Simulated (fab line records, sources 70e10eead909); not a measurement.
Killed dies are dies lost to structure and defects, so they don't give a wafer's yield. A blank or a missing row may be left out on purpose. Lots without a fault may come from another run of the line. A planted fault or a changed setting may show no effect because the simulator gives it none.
Which tool did it? | flow nand_harc | 12 lots, 36 wafers sampled, at 5 steps of a route of 1302

WHAT THE GAUGES READ, wafer by wafer
NHARC_END_SORT_01. Usual: defect_limited_yield 91 %, standard deviation 3.4; killed_at_array 57, standard deviation 24; killed_at_other 0.7, standard deviation 0.94; killed_at_periphery 3.8, standard deviation 2.5; killed_dies 62, standard deviation 23; killed_open 3.1, standard deviation 1.8; killed_short 2.5, standard deviation 1.6.
lot  | measured     | on        | defect_limited_yield (%) | killed_at_array | killed_at_other | killed_at_periphery | killed_dies | killed_open | killed_short | flag
L314 | day 29 01:08 | prober-01 | 90 90 90                 | 65 64 71        | 0 0 0           | 3 3 0               | 68 67 71    | 4 6 0       | 1 3 0        |

WHICH TOOL RAN EACH LOT (tool, then ch and the chambers of the sampled wafers, then the start)
lot  | NHARC_P_M2_STRIP_18                | NHARC_P_M2_PVD_21                       | NHARC_P_BONDPAD_EXPOSE_06         | NHARC_P_BONDPAD_DESCUM_11
L304 | rie_diel-11 ch 1,3, day 6 14:22    | pvd_sputter-01, day 6 18:11 or earlier  | krf_scanner-04 ch 0, day 6 18:11  | rie_diel-01 ch 0,1,3, day 6 18:34
L305 | rie_diel-11 ch 1,3, day 6 19:14    | pvd_sputter-03, day 6 23:02 or earlier  | krf_scanner-03 ch 0, day 6 23:02  | rie_diel-01 ch 0,2, day 6 23:23
L306 | rie_diel-07 ch 0,1, day 7 13:34    | pvd_sputter-03, day 7 17:13 or earlier  | krf_scanner-03 ch 0, day 7 17:13  | rie_diel-01 ch 2,3, day 7 17:35
L309 | rie_diel-11 ch 0,1,2, day 8 20:58  | pvd_sputter-02, day 9 00:49 or earlier  | krf_scanner-04 ch 0, day 9 00:49  | rie_diel-01 ch 1,2,3, day 9 01:11
L311 | rie_diel-06 ch 0,1, day 9 15:01    | pvd_sputter-02, day 9 18:57 or earlier  | krf_scanner-01 ch 0, day 9 18:57  | rie_diel-10 ch 1,2, day 9 19:19
L312 | rie_diel-07 ch 0,1, day 9 21:29    | pvd_sputter-01, day 10 01:22 or earlier | krf_scanner-03 ch 0, day 10 01:22 | rie_diel-12 ch 1,2,3, day 10 01:44
L314 | rie_diel-11 ch 0,1,3, day 10 20:11 | pvd_sputter-01, day 11 00:06 or earlier | krf_scanner-03 ch 0, day 11 00:06 | rie_diel-12 ch 0,1,3, day 11 00:28
L317 | rie_diel-07 ch 0,3, day 12 08:00   | pvd_sputter-01, day 12 11:49 or earlier | krf_scanner-03 ch 0, day 12 11:49 | rie_diel-01 ch 1,3, day 12 12:11
L321 | rie_diel-11 ch 0,1,2, day 13 15:40 | pvd_sputter-03, day 13 19:34 or earlier | krf_scanner-01 ch 0, day 13 19:34 | rie_diel-10 ch 0,1,3, day 13 19:57
L323 | rie_diel-07 ch 0,2,3, day 14 03:16 | pvd_sputter-03, day 14 07:01 or earlier | krf_scanner-01 ch 0, day 14 07:01 | rie_diel-01 ch 0,1,3, day 14 07:24
L324 | rie_diel-07 ch 1,2,3, day 14 16:43 | pvd_sputter-01, day 14 20:34 or earlier | krf_scanner-04 ch 0, day 14 20:34 | rie_diel-12 ch 0,2,3, day 14 20:55
L325 | rie_diel-06 ch 0,1,2, day 14 22:02 | pvd_sputter-01, day 15 01:47 or earlier | krf_scanner-04 ch 0, day 15 01:47 | rie_diel-10 ch 0,3, day 15 02:09
- NHARC_P_M2_STRIP_18: strips in N2/H2.
- NHARC_P_M2_PVD_21: deposits Cu, target thk 30 nm, time 20.49 s.
- NHARC_P_BONDPAD_EXPOSE_06: exposes mask P BPAD.
- NHARC_P_BONDPAD_DESCUM_11: chemistry O2, time 3 s.

WHAT THE TOOLS THEMSELVES READ (means of the sampled wafers that have a number; where no wafer has one, the mark that the record gives instead)
NHARC_P_M2_STRIP_18. Usual: drypump_motor_current_A 5.8 A, standard deviation 0.48; oes_product_au 1.001 a.u., standard deviation 0.0077; rf_vpp_V 90.9 V, standard deviation 0.91; showerhead_plenum_p_Torr 2.07 Torr, standard deviation 0.079; throttle_valve_pct 14.171 %, standard deviation 0.0099.
lot  | tool        | drypump_motor_current_A (A) | oes_product_au (a.u.) | rf_vpp_V (V) | showerhead_plenum_p_Torr (Torr) | throttle_valve_pct (%) | flag
L304 | rie_diel-11 | 5.7                         | 1.003                 | 90.1         | 2.02                            | 14.180                 |
L305 | rie_diel-11 | 5.7                         | 0.996                 | 91.2         | 2.06                            | 14.171                 |
L306 | rie_diel-07 | 6.3                         | 0.998                 | 91.4         | 2.13                            | 14.169                 |
L309 | rie_diel-11 | 5.8                         | 1.005                 | 90.7         | 2.02                            | 14.172                 |
L311 | rie_diel-06 | 5.4                         | 1.004                 | 91.7         | 2.16                            | 14.175                 |
L312 | rie_diel-07 | 6.0                         | 1.004                 | 90.9         | 2.08                            | 14.178                 |
L314 | rie_diel-11 | 5.4                         | 0.991                 | 90.9         | 2.06                            | 14.162                 |
L317 | rie_diel-07 | 5.9                         | 1.013                 | 90.3         | 2.13                            | 14.170                 |
L321 | rie_diel-11 | 5.8                         | 0.997                 | 90.2         | 2.02                            | 14.163                 |
L323 | rie_diel-07 | 5.9                         | 1.008                 | 91.4         | 2.09                            | 14.161                 |
L324 | rie_diel-07 | 5.6                         | 1.003                 | 90.7         | 2.04                            | 14.179                 |
L325 | rie_diel-06 | 5.6                         | 0.997                 | 91.0         | 2.12                            | 14.174                 |

NHARC_P_M2_PVD_21. Usual: throttle_valve_pct 30.3 %, standard deviation 1.3.
lot  | tool           | throttle_valve_pct (%) | flag
L304 | pvd_sputter-01 | 30.6                   |
L305 | pvd_sputter-03 | 29.5                   |
L306 | pvd_sputter-03 | 29.6                   |
L309 | pvd_sputter-02 | 30.8                   |
L311 | pvd_sputter-02 | 30.1                   |
L312 | pvd_sputter-01 | 31.0                   |
L314 | pvd_sputter-01 | 29.3                   |
L317 | pvd_sputter-01 | 29.4                   |
L321 | pvd_sputter-03 | 29.1                   |
L323 | pvd_sputter-03 | 28.7                   |
L324 | pvd_sputter-01 | 30.6                   |
L325 | pvd_sputter-01 | 30.3                   |

NHARC_P_BONDPAD_EXPOSE_06. Usual: exposure_dose_mJ_cm2 37.27, standard deviation 0.25.
lot  | tool           | exposure_dose_mJ_cm2 | flag
L304 | krf_scanner-04 | 37.25                |
L305 | krf_scanner-03 | 37.01                |
L306 | krf_scanner-03 | 37.05                |
L309 | krf_scanner-04 | 37.26                |
L311 | krf_scanner-01 | 37.57                |
L312 | krf_scanner-03 | 37.01                |
L314 | krf_scanner-03 | 34.54                | OFF
L317 | krf_scanner-03 | 35.06                | OFF
L321 | krf_scanner-01 | 37.57                |
L323 | krf_scanner-01 | 37.60                |
L324 | krf_scanner-04 | 37.21                |
L325 | krf_scanner-04 | 37.28                |

NHARC_P_BONDPAD_DESCUM_11. Usual: drypump_motor_current_A 6.00 A, standard deviation 0.27; oes_product_au 0.998 a.u., standard deviation 0.0062; rf_vpp_V 57.7 V, standard deviation 0.88; showerhead_plenum_p_Torr 1.92 Torr, standard deviation 0.1; throttle_valve_pct 11.311 %, standard deviation 0.0098.
lot  | tool        | drypump_motor_current_A (A) | oes_product_au (a.u.) | rf_vpp_V (V) | showerhead_plenum_p_Torr (Torr) | throttle_valve_pct (%) | flag
L304 | rie_diel-01 | 6.10                        | 0.995                 | 57.1         | 1.91                            | 11.319                 |
L305 | rie_diel-01 | 5.94                        | 0.998                 | 58.6         | 2.03                            | 11.302                 |
L306 | rie_diel-01 | 6.00                        | 1.000                 | 57.9         | 1.93                            | 11.317                 |
L309 | rie_diel-01 | 6.15                        | 0.999                 | 58.3         | 1.88                            | 11.311                 |
L311 | rie_diel-10 | 5.45                        | 0.991                 | 57.6         | 1.86                            | 11.315                 |
L312 | rie_diel-12 | 6.15                        | 0.995                 | 57.7         | 1.87                            | 11.319                 |
L314 | rie_diel-12 | 6.07                        | 0.996                 | 58.1         | 1.90                            | 11.317                 |
L317 | rie_diel-01 | 6.27                        | 0.999                 | 57.4         | 1.82                            | 11.314                 |
L321 | rie_diel-10 | 5.38                        | 0.997                 | 56.7         | 1.90                            | 11.314                 |
L323 | rie_diel-01 | 6.11                        | 0.999                 | 57.7         | 1.91                            | 11.305                 |
L324 | rie_diel-12 | 6.06                        | 1.003                 | 58.2         | 1.94                            | 11.318                 |
L325 | rie_diel-10 | 5.39                        | 0.995                 | 57.1         | 1.92                            | 11.301                 |

THE ANSWER, worked out from the rows above alone
Rule: a lot is off if the mean of its wafers that have a number lies more than 3 standard deviations from the usual mean. A lot without any number at a reading at which 4 lots or more have one is off too. The other lots that the step has rows for count as sound. The gauges are gone through in route order, then the tools' own readings, and for those a lot's mean is taken as printed above. The first step at which some lot is off is used, and at that step the reading that is off furthest; a lot without a number counts as furthest.
Off: L314, L317, at NHARC_P_BONDPAD_EXPOSE_06 (exposure_dose_mJ_cm2).
A tool fits if, at that step or a process step before it, it ran every lot that is off, and no sound lot after the first of them. NHARC_P_M2_PVD_21 gives no start for some lots, so the hours and the order of its lots are those of NHARC_P_BONDPAD_EXPOSE_06. One fits: krf_scanner-03 at NHARC_P_BONDPAD_EXPOSE_06. Its last sound lot is L312 (day 10 01:22), its first lot that is off L314 (day 11 00:06): a fault that began between those two fits.
The tool's own readings at NHARC_P_BONDPAD_EXPOSE_06 bear it out: on the lots that are off they differ by more than 5 times the standard deviation of the sound lots' means. exposure_dose_mJ_cm2 reads 34.80 there against 37.28 on the sound lots.

WHAT THE SIMULATOR HAD PUT IN
Process parameter drift: krf_scanner-03, from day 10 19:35 on, at NHARC_P_BONDPAD_EXPOSE_06. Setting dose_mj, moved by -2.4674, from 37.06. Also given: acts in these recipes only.
Lots struck among those shown: L314, L317. The rule above found the same.
